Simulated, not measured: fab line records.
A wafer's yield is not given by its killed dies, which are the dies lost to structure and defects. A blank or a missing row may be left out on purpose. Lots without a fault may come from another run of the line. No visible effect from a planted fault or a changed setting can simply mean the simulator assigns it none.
Chamber matching + flow n5_finfet + 3 sister chambers for N5_GATE_CUT_PECVD_57 on pecvd-01
The step deposits SiNx from SiH4/NH3/N2, target thk 21 nm. 3 wafers are shown with their chamber, then 8 later ones without.

WAFERS PAIRED WITH THEIR CHAMBERS
| wafer  | chamber | showerhead_plenum_p_Torr (Torr) |
|--------|---------|---------------------------------|
| L084.3 | 2       | 5.21                            |
| L084.4 | 1       | 5.21                            |
| L086.1 | 0       | 5.03                            |

WAFERS WITH NO CHAMBER GIVEN
| wafer  | showerhead_plenum_p_Torr (Torr) |
|--------|---------------------------------|
| L086.3 | 5.20                            |
| L086.5 | 5.21                            |
| L096.1 | 5.21                            |
| L096.5 | 5.20                            |
| L096.6 | 5.03                            |
| L097.4 | 5.21                            |
| L097.5 | 5.22                            |
| L097.6 | 5.02                            |

CHAMBER TAKEN BY EACH
| wafer  | from the rows above     | in truth |
|--------|-------------------------|----------|
| L086.3 | can't be placed: 1 or 2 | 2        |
| L086.5 | can't be placed: 1 or 2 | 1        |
| L096.1 | can't be placed: 1 or 2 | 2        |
| L096.5 | can't be placed: 1 or 2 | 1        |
| L096.6 | 0                       | 0        |
| L097.4 | can't be placed: 1 or 2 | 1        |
| L097.5 | can't be placed: 1 or 2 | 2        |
| L097.6 | 0                       | 0        |
2 of 8 placed correctly. Unplaceable from these rows: 6, with the true chamber sitting among the candidates in 6. Wrongly placed: 0.
How it was worked out, from the rows above alone: a wafer's distance from a chamber is the root of the sum, over the readings, of the square of ((its reading less the chamber's mean) divided by the reading's scatter). The wafer belongs to the nearest chamber; if the next one is less than 2 further off, it can't be placed. A chamber's mean is the mean of its shown wafers. The scatter (one wafer shown for each chamber): square how far every hidden wafer sits from the nearest shown wafer, average those squares and take the square root.
